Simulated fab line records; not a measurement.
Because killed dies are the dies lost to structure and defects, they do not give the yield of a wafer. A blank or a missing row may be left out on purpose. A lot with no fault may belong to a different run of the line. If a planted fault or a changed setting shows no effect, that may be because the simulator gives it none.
fab line records || flow nandHarc
record: {"lots": 6, "wafers": 18, "lastDay": 24}
route steps=1159 shown A_ONON_D1@428 END@1159
lots that met no fault: taken from a fault-free run of the same line
startH: the number of hours between the record's first day and the start of the first shown wafer of the lot || waitH: hours since the lot's step before || " as in the row above || L1.1+2: a single row standing in for several wafers || - no value, or no start given || * or withheld: withheld || < > ~ a bound
route shown NAME@n: a module of which the file shows steps, and the number in the route of the first || usual: average and standard deviation across the fault-free wafers || same: alike in all rows || chamber/n: place in a boat || sites: per-site readings || _std_site: their standard deviation || _edge_site: the outer-site mean with the inner-site mean subtracted || radiusMm: for every site, how far away it sits from the centre of the wafer || mask NAME#n: copy n || behind: tool/chamber where the wafer was last shaped || hold: reason for holding the lot/hours on hold/outcome of the hold || device: the transistor (n, p or np) that didn't switch || end of line: the tests these same wafers got at the end of their route || step lacking rows: just its recipe || killed: the dies lost at the first sort to structure and to defects; this is not the yield of the wafer || map: per-die view of a wafer (x killed, . not killed, _ where there is no die)
set.NAME: setting as actually run; set.NAME@STEP: the setting as run at that earlier step || model.NAME: the simulator's own value behind a step, which no gauge read
lots at some steps of the route; a table a step, a row a wafer
services: the hour from which a tool's chamber was out of use, counted from the record's first day as startH (under 0 if before that day), plus the number of hours and why
== steps ==
step: NHARC_A_ONON_D1_DEP_06
recipe: {"targetThkA": 10000, "n2FlowSccm": 2750, "n2oFlowSccm": 2000, "nh3FlowSccm": 500, "sih4FlowSccm": 210, "tempC": 400}
step: NHARC_A_ONON_D1_THK_MEAS_08
recipe: {"thkMeasGauge": "ellipsometry"}
usual: {"thkNm": "998/11"}
{"lot.wafer": "L882.3", "tool": "filmMetro-02", "chamber": "-", "startH": 184.79, "waitH": "-", "thkNm": 1003}
{"lot.wafer": "L882.4", "tool": "filmMetro-02", "chamber": "-", "startH": 184.79, "waitH": "-", "thkNm": 1004}
{"lot.wafer": "L882.5", "tool": "filmMetro-02", "chamber": "-", "startH": 184.79, "waitH": "-", "thkNm": 1003}
{"lot.wafer": "L884.1", "tool": "filmMetro-01", "chamber": "-", "startH": 205.04, "waitH": "-", "thkNm": 1004}
{"lot.wafer": "L884.3", "tool": "filmMetro-01", "chamber": "-", "startH": 205.04, "waitH": "-", "thkNm": 1005}
{"lot.wafer": "L884.4", "tool": "filmMetro-01", "chamber": "-", "startH": 205.04, "waitH": "-", "thkNm": 1005}
{"lot.wafer": "L889.1", "tool": "filmMetro-02", "chamber": "-", "startH": 231.81, "waitH": "-", "thkNm": 985}
{"lot.wafer": "L889.3", "tool": "filmMetro-02", "chamber": "-", "startH": 231.81, "waitH": "-", "thkNm": 987}
{"lot.wafer": "L889.5", "tool": "filmMetro-02", "chamber": "-", "startH": 231.81, "waitH": "-", "thkNm": 985}
{"lot.wafer": "L893.1", "tool": "filmMetro-01", "chamber": "-", "startH": 248.62, "waitH": "-", "thkNm": 994}
{"lot.wafer": "L893.2", "tool": "filmMetro-01", "chamber": "-", "startH": 248.62, "waitH": "-", "thkNm": 994}
{"lot.wafer": "L893.5", "tool": "filmMetro-01", "chamber": "-", "startH": 248.62, "waitH": "-", "thkNm": 997}
{"lot.wafer": "L899.2", "tool": "filmMetro-02", "chamber": "-", "startH": 275.42, "waitH": "-", "thkNm": 998}
{"lot.wafer": "L899.3", "tool": "filmMetro-02", "chamber": "-", "startH": 275.42, "waitH": "-", "thkNm": 998}
{"lot.wafer": "L899.4", "tool": "filmMetro-02", "chamber": "-", "startH": 275.42, "waitH": "-", "thkNm": 998}
{"lot.wafer": "L900.1", "tool": "filmMetro-01", "chamber": "-", "startH": 286.06, "waitH": "-", "thkNm": 988}
{"lot.wafer": "L900.2", "tool": "filmMetro-01", "chamber": "-", "startH": 286.06, "waitH": "-", "thkNm": 991}
{"lot.wafer": "L900.5", "tool": "filmMetro-01", "chamber": "-", "startH": 286.06, "waitH": "-", "thkNm": 990}
step: NHARC_A_ONON_D1_DEP_09
recipe: {"targetThkA": 10000, "n2FlowSccm": 2750, "n2oFlowSccm": 2000, "nh3FlowSccm": 500, "sih4FlowSccm": 210, "tempC": 400}
step: NHARC_A_ONON_D1_THK_MEAS_11
recipe: {"thkMeasGauge": "ellipsometry"}
usual: {"thkNm": "1002/11"}
{"lot.wafer": "L882.3", "tool": "filmMetro-02", "chamber": "-", "startH": 185.35, "waitH": "-", "thkNm": 1008}
{"lot.wafer": "L882.4", "tool": "filmMetro-02", "chamber": "-", "startH": 185.35, "waitH": "-", "thkNm": 1007}
{"lot.wafer": "L882.5", "tool": "filmMetro-02", "chamber": "-", "startH": 185.35, "waitH": "-", "thkNm": 1006}
{"lot.wafer": "L884.1", "tool": "filmMetro-02", "chamber": "-", "startH": 205.60, "waitH": "-", "thkNm": 1014}
{"lot.wafer": "L884.3", "tool": "filmMetro-02", "chamber": "-", "startH": 205.60, "waitH": "-", "thkNm": 1015}
{"lot.wafer": "L884.4", "tool": "filmMetro-02", "chamber": "-", "startH": 205.60, "waitH": "-", "thkNm": 1017}
{"lot.wafer": "L889.1", "tool": "filmMetro-01", "chamber": "-", "startH": 232.37, "waitH": "-", "thkNm": 998}
{"lot.wafer": "L889.3", "tool": "filmMetro-01", "chamber": "-", "startH": 232.37, "waitH": "-", "thkNm": 999}
{"lot.wafer": "L889.5", "tool": "filmMetro-01", "chamber": "-", "startH": 232.37, "waitH": "-", "thkNm": 997}
{"lot.wafer": "L893.1", "tool": "filmMetro-01", "chamber": "-", "startH": 249.19, "waitH": "-", "thkNm": 1022}
{"lot.wafer": "L893.2", "tool": "filmMetro-01", "chamber": "-", "startH": 249.19, "waitH": "-", "thkNm": 1020}
{"lot.wafer": "L893.5", "tool": "filmMetro-01", "chamber": "-", "startH": 249.19, "waitH": "-", "thkNm": 1019}
{"lot.wafer": "L899.2", "tool": "filmMetro-01", "chamber": "-", "startH": 275.99, "waitH": "-", "thkNm": 1004}
{"lot.wafer": "L899.3", "tool": "filmMetro-01", "chamber": "-", "startH": 275.99, "waitH": "-", "thkNm": 1003}
{"lot.wafer": "L899.4", "tool": "filmMetro-01", "chamber": "-", "startH": 275.99, "waitH": "-", "thkNm": 1001}
{"lot.wafer": "L900.1", "tool": "filmMetro-02", "chamber": "-", "startH": 286.67, "waitH": "-", "thkNm": 998}
{"lot.wafer": "L900.2", "tool": "filmMetro-02", "chamber": "-", "startH": 286.67, "waitH": "-", "thkNm": 996}
{"lot.wafer": "L900.5", "tool": "filmMetro-02", "chamber": "-", "startH": 286.67, "waitH": "-", "thkNm": 996}
step: NHARC_A_ONON_D1_DEP_12
recipe: {"targetThkA": 10000, "n2FlowSccm": 2750, "n2oFlowSccm": 2000, "nh3FlowSccm": 500, "sih4FlowSccm": 210, "tempC": 400}
step: NHARC_A_ONON_D1_THK_MEAS_14
recipe: {"thkMeasGauge": "ellipsometry"}
usual: {"thkNm": "999/11"}
{"lot.wafer": "L882.3", "tool": "filmMetro-01", "chamber": "-", "startH": 185.92, "waitH": "-", "thkNm": 1001}
{"lot.wafer": "L882.4", "tool": "filmMetro-01", "chamber": "-", "startH": 185.92, "waitH": "-", "thkNm": 1000}
{"lot.wafer": "L882.5", "tool": "filmMetro-01", "chamber": "-", "startH": 185.92, "waitH": "-", "thkNm": 1002}
{"lot.wafer": "L884.1", "tool": "filmMetro-02", "chamber": "-", "startH": 206.17, "waitH": "-", "thkNm": 1013}
{"lot.wafer": "L884.3", "tool": "filmMetro-02", "chamber": "-", "startH": 206.17, "waitH": "-", "thkNm": 1015}
{"lot.wafer": "L884.4", "tool": "filmMetro-02", "chamber": "-", "startH": 206.17, "waitH": "-", "thkNm": 1016}
{"lot.wafer": "L889.1", "tool": "filmMetro-01", "chamber": "-", "startH": 232.94, "waitH": "-", "thkNm": 1011}
{"lot.wafer": "L889.3", "tool": "filmMetro-01", "chamber": "-", "startH": 232.94, "waitH": "-", "thkNm": 1011}
{"lot.wafer": "L889.5", "tool": "filmMetro-01", "chamber": "-", "startH": 232.94, "waitH": "-", "thkNm": 1008}
{"lot.wafer": "L893.1", "tool": "filmMetro-01", "chamber": "-", "startH": 249.76, "waitH": "-", "thkNm": 985}
{"lot.wafer": "L893.2", "tool": "filmMetro-01", "chamber": "-", "startH": 249.76, "waitH": "-", "thkNm": 985}
{"lot.wafer": "L893.5", "tool": "filmMetro-01", "chamber": "-", "startH": 249.76, "waitH": "-", "thkNm": 984}
{"lot.wafer": "L899.2", "tool": "filmMetro-01", "chamber": "-", "startH": 276.55, "waitH": "-", "thkNm": 978}
{"lot.wafer": "L899.3", "tool": "filmMetro-01", "chamber": "-", "startH": 276.55, "waitH": "-", "thkNm": 979}
{"lot.wafer": "L899.4", "tool": "filmMetro-01", "chamber": "-", "startH": 276.55, "waitH": "-", "thkNm": 980}
{"lot.wafer": "L900.1", "tool": "filmMetro-01", "chamber": "-", "startH": 287.24, "waitH": "-", "thkNm": 1012}
{"lot.wafer": "L900.2", "tool": "filmMetro-01", "chamber": "-", "startH": 287.24, "waitH": "-", "thkNm": 1013}
{"lot.wafer": "L900.5", "tool": "filmMetro-01", "chamber": "-", "startH": 287.24, "waitH": "-", "thkNm": 1012}
step: NHARC_A_ONON_D1_ANNEAL_15
recipe: {"tempC": 750, "timeS": 3600}
step: NHARC_A_ONON_D1_DEP_16
recipe: {"targetThkA": 10000, "n2FlowSccm": 2750, "n2oFlowSccm": 2000, "nh3FlowSccm": 500, "sih4FlowSccm": 210, "tempC": 400}
step: NHARC_A_ONON_D1_THK_MEAS_18
recipe: {"thkMeasGauge": "ellipsometry"}
usual: {"thkNm": "1003/9.7"}
{"lot.wafer": "L882.3", "tool": "filmMetro-01", "chamber": "-", "startH": 193.08, "waitH": "-", "thkNm": 1007}
{"lot.wafer": "L882.4", "tool": "filmMetro-01", "chamber": "-", "startH": 193.08, "waitH": "-", "thkNm": 1006}
{"lot.wafer": "L882.5", "tool": "filmMetro-01", "chamber": "-", "startH": 193.08, "waitH": "-", "thkNm": 1007}
{"lot.wafer": "L884.1", "tool": "filmMetro-01", "chamber": "-", "startH": 213.83, "waitH": "-", "thkNm": 1002}
{"lot.wafer": "L884.3", "tool": "filmMetro-01", "chamber": "-", "startH": 213.83, "waitH": "-", "thkNm": 1000}
{"lot.wafer": "L884.4", "tool": "filmMetro-01", "chamber": "-", "startH": 213.83, "waitH": "-", "thkNm": 1002}
{"lot.wafer": "L889.1", "tool": "filmMetro-01", "chamber": "-", "startH": 240.97, "waitH": "-", "thkNm": 1005}
{"lot.wafer": "L889.3", "tool": "filmMetro-01", "chamber": "-", "startH": 240.97, "waitH": "-", "thkNm": 1006}
{"lot.wafer": "L889.5", "tool": "filmMetro-01", "chamber": "-", "startH": 240.97, "waitH": "-", "thkNm": 1003}
{"lot.wafer": "L893.1", "tool": "filmMetro-02", "chamber": "-", "startH": 257.82, "waitH": "-", "thkNm": 1012}
{"lot.wafer": "L893.2", "tool": "filmMetro-02", "chamber": "-", "startH": 257.82, "waitH": "-", "thkNm": 1012}
{"lot.wafer": "L893.5", "tool": "filmMetro-02", "chamber": "-", "startH": 257.82, "waitH": "-", "thkNm": 1013}
{"lot.wafer": "L899.2", "tool": "filmMetro-01", "chamber": "-", "startH": 284.01, "waitH": "-", "thkNm": 1005}
{"lot.wafer": "L899.3", "tool": "filmMetro-01", "chamber": "-", "startH": 284.01, "waitH": "-", "thkNm": 1005}
{"lot.wafer": "L899.4", "tool": "filmMetro-01", "chamber": "-", "startH": 284.01, "waitH": "-", "thkNm": 1005}
{"lot.wafer": "L900.1", "tool": "filmMetro-02", "chamber": "-", "startH": 297.06, "waitH": "-", "thkNm": 1003}
{"lot.wafer": "L900.2", "tool": "filmMetro-02", "chamber": "-", "startH": 297.06, "waitH": "-", "thkNm": 1001}
{"lot.wafer": "L900.5", "tool": "filmMetro-02", "chamber": "-", "startH": 297.06, "waitH": "-", "thkNm": 1003}
step: NHARC_A_ONON_D1_DEP_19
recipe: {"targetThkA": 10000, "n2FlowSccm": 2750, "n2oFlowSccm": 2000, "nh3FlowSccm": 500, "sih4FlowSccm": 210, "tempC": 400}
step: NHARC_A_ONON_D1_THK_MEAS_21
recipe: {"thkMeasGauge": "ellipsometry"}
usual: {"thkNm": "999/9.2"}
{"lot.wafer": "L882.3", "tool": "filmMetro-01", "chamber": "-", "startH": 193.64, "waitH": "-", "thkNm": 998}
{"lot.wafer": "L882.4", "tool": "filmMetro-01", "chamber": "-", "startH": 193.64, "waitH": "-", "thkNm": 999}
{"lot.wafer": "L882.5", "tool": "filmMetro-01", "chamber": "-", "startH": 193.64, "waitH": "-", "thkNm": 999}
{"lot.wafer": "L884.1", "tool": "filmMetro-02", "chamber": "-", "startH": 214.51, "waitH": "-", "thkNm": 1002}
{"lot.wafer": "L884.3", "tool": "filmMetro-02", "chamber": "-", "startH": 214.51, "waitH": "-", "thkNm": 1001}
{"lot.wafer": "L884.4", "tool": "filmMetro-02", "chamber": "-", "startH": 214.51, "waitH": "-", "thkNm": 1001}
{"lot.wafer": "L889.1", "tool": "filmMetro-01", "chamber": "-", "startH": 241.53, "waitH": "-", "thkNm": 977}
{"lot.wafer": "L889.3", "tool": "filmMetro-01", "chamber": "-", "startH": 241.53, "waitH": "-", "thkNm": 978}
{"lot.wafer": "L889.5", "tool": "filmMetro-01", "chamber": "-", "startH": 241.53, "waitH": "-", "thkNm": 978}
{"lot.wafer": "L893.1", "tool": "filmMetro-02", "chamber": "-", "startH": 258.39, "waitH": "-", "thkNm": 999}
{"lot.wafer": "L893.2", "tool": "filmMetro-02", "chamber": "-", "startH": 258.39, "waitH": "-", "thkNm": 998}
{"lot.wafer": "L893.5", "tool": "filmMetro-02", "chamber": "-", "startH": 258.39, "waitH": "-", "thkNm": 998}
{"lot.wafer": "L899.2", "tool": "filmMetro-02", "chamber": "-", "startH": 284.57, "waitH": "-", "thkNm": 1005}
{"lot.wafer": "L899.3", "tool": "filmMetro-02", "chamber": "-", "startH": 284.57, "waitH": "-", "thkNm": 1008}
{"lot.wafer": "L899.4", "tool": "filmMetro-02", "chamber": "-", "startH": 284.57, "waitH": "-", "thkNm": 1007}
{"lot.wafer": "L900.1", "tool": "filmMetro-01", "chamber": "-", "startH": 297.63, "waitH": "-", "thkNm": 1015}
{"lot.wafer": "L900.2", "tool": "filmMetro-01", "chamber": "-", "startH": 297.63, "waitH": "-", "thkNm": 1015}
{"lot.wafer": "L900.5", "tool": "filmMetro-01", "chamber": "-", "startH": 297.63, "waitH": "-", "thkNm": 1016}
step: NHARC_A_ONON_D1_DEP_22
recipe: {"targetThkA": 10000, "n2FlowSccm": 2750, "n2oFlowSccm": 2000, "nh3FlowSccm": 500, "sih4FlowSccm": 210, "tempC": 400}
usual: {"susceptorTempC": "399.99/0.21"}
{"lot.wafer": "L882.3", "tool": "pecvdOnon-03", "chamber": 0, "startH": 193.81, "waitH": 0.2, "susceptorTempC": 399.99}
{"lot.wafer": "L882.4", "tool": "pecvdOnon-03", "chamber": 0, "startH": 193.81, "waitH": 0.2, "susceptorTempC": 400.13}
{"lot.wafer": "L882.5", "tool": "pecvdOnon-03", "chamber": 0, "startH": 193.81, "waitH": 0.2, "susceptorTempC": 400.18}
{"lot.wafer": "L884.1", "tool": "pecvdOnon-02", "chamber": 0, "startH": 214.56, "waitH": 0.1, "susceptorTempC": 400.29}
{"lot.wafer": "L884.3", "tool": "pecvdOnon-02", "chamber": 0, "startH": 214.56, "waitH": 0.1, "susceptorTempC": 400.69}
{"lot.wafer": "L884.4", "tool": "pecvdOnon-02", "chamber": 0, "startH": 214.56, "waitH": 0.1, "susceptorTempC": 400.06}
{"lot.wafer": "L889.1", "tool": "pecvdOnon-02", "chamber": 0, "startH": 241.59, "waitH": 0.1, "susceptorTempC": 400.04}
{"lot.wafer": "L889.3", "tool": "pecvdOnon-02", "chamber": 0, "startH": 241.59, "waitH": 0.1, "susceptorTempC": 400.19}
{"lot.wafer": "L889.5", "tool": "pecvdOnon-02", "chamber": 0, "startH": 241.59, "waitH": 0.1, "susceptorTempC": 400.09}
{"lot.wafer": "L893.1", "tool": "pecvdOnon-02", "chamber": 0, "startH": 258.44, "waitH": 0.1, "susceptorTempC": 400.22}
{"lot.wafer": "L893.2", "tool": "pecvdOnon-02", "chamber": 0, "startH": 258.44, "waitH": 0.1, "susceptorTempC": 400.11}
{"lot.wafer": "L893.5", "tool": "pecvdOnon-02", "chamber": 0, "startH": 258.44, "waitH": 0.1, "susceptorTempC": 400.03}
{"lot.wafer": "L899.2", "tool": "pecvdOnon-03", "chamber": 0, "startH": 284.68, "waitH": 0.1, "susceptorTempC": 400.15}
{"lot.wafer": "L899.3", "tool": "pecvdOnon-03", "chamber": 0, "startH": 284.68, "waitH": 0.1, "susceptorTempC": 399.97}
{"lot.wafer": "L899.4", "tool": "pecvdOnon-03", "chamber": 0, "startH": 284.68, "waitH": 0.1, "susceptorTempC": 399.82}
{"lot.wafer": "L900.1", "tool": "pecvdOnon-04", "chamber": 0, "startH": 297.69, "waitH": 0.1, "susceptorTempC": 400.07}
{"lot.wafer": "L900.2", "tool": "pecvdOnon-04", "chamber": 0, "startH": 297.69, "waitH": 0.1, "susceptorTempC": 399.95}
{"lot.wafer": "L900.5", "tool": "pecvdOnon-04", "chamber": 0, "startH": 297.69, "waitH": 0.1, "susceptorTempC": 399.76}
step: NHARC_A_ONON_D1_THK_MEAS_24
recipe: {"thkMeasGauge": "ellipsometry"}
usual: {"thkNm": "1001/8.3"}
{"lot.wafer": "L882.3", "tool": "filmMetro-02", "chamber": "-", "startH": 194.23, "waitH": "-", "thkNm": 999}
{"lot.wafer": "L882.4", "tool": "filmMetro-02", "chamber": "-", "startH": 194.23, "waitH": "-", "thkNm": 997}
{"lot.wafer": "L882.5", "tool": "filmMetro-02", "chamber": "-", "startH": 194.23, "waitH": "-", "thkNm": 999}
{"lot.wafer": "L884.1", "tool": "filmMetro-02", "chamber": "-", "startH": 215.08, "waitH": "-", "thkNm": 992}
{"lot.wafer": "L884.3", "tool": "filmMetro-02", "chamber": "-", "startH": 215.08, "waitH": "-", "thkNm": 993}
{"lot.wafer": "L884.4", "tool": "filmMetro-02", "chamber": "-", "startH": 215.08, "waitH": "-", "thkNm": 992}
{"lot.wafer": "L889.1", "tool": "filmMetro-01", "chamber": "-", "startH": 242.10, "waitH": "-", "thkNm": 711}
{"lot.wafer": "L889.3", "tool": "filmMetro-01", "chamber": "-", "startH": 242.10, "waitH": "-", "thkNm": 710}
{"lot.wafer": "L889.5", "tool": "filmMetro-01", "chamber": "-", "startH": 242.10, "waitH": "-", "thkNm": 712}
{"lot.wafer": "L893.1", "tool": "filmMetro-02", "chamber": "-", "startH": 258.96, "waitH": "-", "thkNm": 690}
{"lot.wafer": "L893.2", "tool": "filmMetro-02", "chamber": "-", "startH": 258.96, "waitH": "-", "thkNm": 689}
{"lot.wafer": "L893.5", "tool": "filmMetro-02", "chamber": "-", "startH": 258.96, "waitH": "-", "thkNm": 690}
{"lot.wafer": "L899.2", "tool": "filmMetro-02", "chamber": "-", "startH": 285.14, "waitH": "-", "thkNm": 1000}
{"lot.wafer": "L899.3", "tool": "filmMetro-02", "chamber": "-", "startH": 285.14, "waitH": "-", "thkNm": 999}
{"lot.wafer": "L899.4", "tool": "filmMetro-02", "chamber": "-", "startH": 285.14, "waitH": "-", "thkNm": 999}
{"lot.wafer": "L900.1", "tool": "filmMetro-01", "chamber": "-", "startH": 298.20, "waitH": "-", "thkNm": 992}
{"lot.wafer": "L900.2", "tool": "filmMetro-01", "chamber": "-", "startH": 298.20, "waitH": "-", "thkNm": 989}
{"lot.wafer": "L900.5", "tool": "filmMetro-01", "chamber": "-", "startH": 298.20, "waitH": "-", "thkNm": 990}
step: NHARC_A_ONON_D1_DEP_25
recipe: {"targetThkA": 10000, "n2FlowSccm": 2750, "n2oFlowSccm": 2000, "nh3FlowSccm": 500, "sih4FlowSccm": 210, "tempC": 400}
step: NHARC_END_SORT_01
recipe: {"tempC": 25}
usual: {"killedAtArray": "31/12", "killedAtOther": "0.6/0.85", "killedAtPeriphery": "3.0/2.3", "killedDies": "35/12", "killedOpen": "3.2/1.9", "killedShort": "1.8/1.4"}
same: {"grossDies": 677}
{"lot.wafer": "L889.1", "tool": "prober-02", "chamber": 0, "startH": 516.43, "waitH": 2.5, "killedAtArray": 676, "killedAtOther": 0, "killedAtPeriphery": 1, "killedDies": 677, "killedOpen": 8, "killedShort": 3}
{"lot.wafer": "L889.3", "tool": "prober-02", "chamber": 0, "startH": 518.03, "waitH": 3.1, "killedAtArray": 675, "killedAtOther": 0, "killedAtPeriphery": 2, "killedDies": 677, "killedOpen": 2, "killedShort": 0}
{"lot.wafer": "L889.5", "tool": "prober-02", "chamber": 0, "startH": 519.63, "waitH": 3.7, "killedAtArray": 675, "killedAtOther": 1, "killedAtPeriphery": 1, "killedDies": 677, "killedOpen": 2, "killedShort": 4}
{"lot.wafer": "L893.1", "tool": "prober-01", "chamber": 0, "startH": 533.85, "waitH": 2.5, "killedAtArray": 674, "killedAtOther": 1, "killedAtPeriphery": 2, "killedDies": 677, "killedOpen": 2, "killedShort": 1}
{"lot.wafer": "L893.2", "tool": "prober-01", "chamber": 0, "startH": 534.65, "waitH": 2.8, "killedAtArray": 676, "killedAtOther": 1, "killedAtPeriphery": 0, "killedDies": 677, "killedOpen": 1, "killedShort": 2}
{"lot.wafer": "L893.5", "tool": "prober-01", "chamber": 0, "startH": 537.04, "waitH": 3.7, "killedAtArray": 676, "killedAtOther": 0, "killedAtPeriphery": 1, "killedDies": 677, "killedOpen": 1, "killedShort": 0}
killed by level:class
L889.1 A_ONON_D1:areaDep=632 A_CHANNEL_HOLE_D1:chamberFilmFlake=16 A_SLIT:chamberFilmFlake=15 A_CHANNEL_FILL_D1:geometricParticle:open=2 A_CONTACT:geometricParticle:open=2 A_CONTACT:chamberFilmFlake=2 P_STI:geometricParticle:open=1 A_CHANNEL_HOLE_D1:geometricParticle:open=1
L889.3 A_ONON_D1:areaDep=638 A_CHANNEL_HOLE_D1:chamberFilmFlake=13 A_SLIT:chamberFilmFlake=12 A_CONTACT:chamberFilmFlake=4 A_STAIRCASE:chamberFilmFlake=3 A_SGD_CUT:chamberFilmFlake=3 P_M1:geometricParticle:open=1 A_WL_FILL:geometricParticle:open=1
L889.5 A_ONON_D1:areaDep=631 A_CHANNEL_HOLE_D1:chamberFilmFlake=15 A_SLIT:chamberFilmFlake=14 A_CONTACT:chamberFilmFlake=4 A_SGD_CUT:chamberFilmFlake=3 A_CHANNEL_FILL_D1:geometricParticle:short=2 A_ONON_D1:geometricParticle:open=1 A_CONTACT:geometricParticle:open=1
L893.1 A_ONON_D1:areaDep=644 A_CHANNEL_HOLE_D1:chamberFilmFlake=19 A_CONTACT:chamberFilmFlake=4 A_STAIRCASE:chamberFilmFlake=3 A_WL_FILL:chamberFilmFlake=3 P_GATE:geometricParticle:open=1 P_CONTACT:geometricParticle:open=1 A_CHANNEL_FILL_D1:geometricParticle:short=1
L893.2 A_ONON_D1:areaDep=646 A_CHANNEL_HOLE_D1:chamberFilmFlake=19 A_WL_FILL:chamberFilmFlake=5 A_CONTACT:chamberFilmFlake=3 A_CHANNEL_HOLE_D1:geometricParticle:short=1 A_WL_FILL:geometricParticle:short=1 A_BLC:geometricParticle:open=1 THIN_TSV:chamberFilmFlake=1
L893.5 A_ONON_D1:areaDep=641 A_CHANNEL_HOLE_D1:chamberFilmFlake=27 A_WL_FILL:chamberFilmFlake=5 A_CONTACT:chamberFilmFlake=2 P_M0:geometricParticle:open=1 A_STAIRCASE:chamberFilmFlake=1
map L889.1 (x killed, . not)
____________x____________
_________xxxxxxx_________
_______xxxxxxxxxxx_______
______xxxxxxxxxxxxx______
_____xxxxxxxxxxxxxxx_____
____xxxxxxxxxxxxxxxxx____
____xxxxxxxxxxxxxxxxx____
___xxxxxxxxxxxxxxxxxxx___
___xxxxxxxxxxxxxxxxxxx___
__xxxxxxxxxxxxxxxxxxxxx__
__xxxxxxxxxxxxxxxxxxxxx__
_xxxxxxxxxxxxxxxxxxxxxxx_
_xxxxxxxxxxxxxxxxxxxxxxx_
_xxxxxxxxxxxxxxxxxxxxxxx_
_xxxxxxxxxxxxxxxxxxxxxxx_
_xxxxxxxxxxxxxxxxxxxxxxx_
xxxxxxxxxxxxxxxxxxxxxxxxx
xxxxxxxxxxxxxxxxxxxxxxxxx
xxxxxxxxxxxxxxxxxxxxxxxxx
xxxxxxxxxxxxxxxxxxxxxxxxx
xxxxxxxxxxxxxxxxxxxxxxxxx
_xxxxxxxxxxxxxxxxxxxxxxx_
_xxxxxxxxxxxxxxxxxxxxxxx_
_xxxxxxxxxxxxxxxxxxxxxxx_
_xxxxxxxxxxxxxxxxxxxxxxx_
_xxxxxxxxxxxxxxxxxxxxxxx_
__xxxxxxxxxxxxxxxxxxxxx__
__xxxxxxxxxxxxxxxxxxxxx__
___xxxxxxxxxxxxxxxxxxx___
___xxxxxxxxxxxxxxxxxxx___
____xxxxxxxxxxxxxxxxx____
____xxxxxxxxxxxxxxxxx____
_____xxxxxxxxxxxxxxx_____
______xxxxxxxxxxxxx______
_______xxxxxxxxxxx_______
_________xxxxxxx_________
____________x____________
map L893.1 (x killed, . not)
____________x____________
_________xxxxxxx_________
_______xxxxxxxxxxx_______
______xxxxxxxxxxxxx______
_____xxxxxxxxxxxxxxx_____
____xxxxxxxxxxxxxxxxx____
____xxxxxxxxxxxxxxxxx____
___xxxxxxxxxxxxxxxxxxx___
___xxxxxxxxxxxxxxxxxxx___
__xxxxxxxxxxxxxxxxxxxxx__
__xxxxxxxxxxxxxxxxxxxxx__
_xxxxxxxxxxxxxxxxxxxxxxx_
_xxxxxxxxxxxxxxxxxxxxxxx_
_xxxxxxxxxxxxxxxxxxxxxxx_
_xxxxxxxxxxxxxxxxxxxxxxx_
_xxxxxxxxxxxxxxxxxxxxxxx_
xxxxxxxxxxxxxxxxxxxxxxxxx
xxxxxxxxxxxxxxxxxxxxxxxxx
xxxxxxxxxxxxxxxxxxxxxxxxx
xxxxxxxxxxxxxxxxxxxxxxxxx
xxxxxxxxxxxxxxxxxxxxxxxxx
_xxxxxxxxxxxxxxxxxxxxxxx_
_xxxxxxxxxxxxxxxxxxxxxxx_
_xxxxxxxxxxxxxxxxxxxxxxx_
_xxxxxxxxxxxxxxxxxxxxxxx_
_xxxxxxxxxxxxxxxxxxxxxxx_
__xxxxxxxxxxxxxxxxxxxxx__
__xxxxxxxxxxxxxxxxxxxxx__
___xxxxxxxxxxxxxxxxxxx___
___xxxxxxxxxxxxxxxxxxx___
____xxxxxxxxxxxxxxxxx____
____xxxxxxxxxxxxxxxxx____
_____xxxxxxxxxxxxxxx_____
______xxxxxxxxxxxxx______
_______xxxxxxxxxxx_______
_________xxxxxxx_________
____________x____________
== services ==
{"tool": "pecvdOnon-04", "chamber": "-", "startH": 237.00, "hours": 13.0, "kind": "pm"}
{"tool": "pecvdOnon-02", "chamber": "-", "startH": 292.32, "hours": 13.0, "kind": "pm"}
== key ==
firstSign: {"step": "NHARC_A_ONON_D1_THK_MEAS_24", "reading": "thkNm", "direction": "down", "sigmas": 36, "usual": 1001, "struck": 700}
effect: {"step": "NHARC_END_SORT_01", "reading": "killedDies", "direction": "up", "sigmas": 56, "usual": 35, "struck": 677}
moreKillsBornAt: {"NHARC_A_ONON_D1_DEP_22@pecvdOnon-02": 3832}
metAt NHARC_A_ONON_D1_DEP_22
struckWafers L889.1,L889.3,L889.5,L893.1,L893.2,L893.5
laterRowsLeftOut L889.1,L889.3,L889.5,L893.1,L893.2,L893.5
testerLeftOut L889,L893
onsetBetween 214.56 241.59
fault: {"kind": "processParameterDrift", "tool": "pecvdOnon-02", "chamber": "-", "onsetH": 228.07, "steps": "NHARC_A_ONON_D1_DEP_22", "channel": "targetThkA", "offset": "*", "shape": "step", "endH": 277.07, "actsIn": "*", "stated": "*"}
testerLeftOut: of these lots the tester's yield and bins aren't shown, on N5 and GAA mostly nor the transistor test; their killed dies are dies lost to structure and defects alone, not to doping, threshold or leakage, so they don't give the yield
laterRowsLeftOut: the simulator's readings of these wafers behind a module that went badly wrong aren't trusted and aren't shown, but for the sort
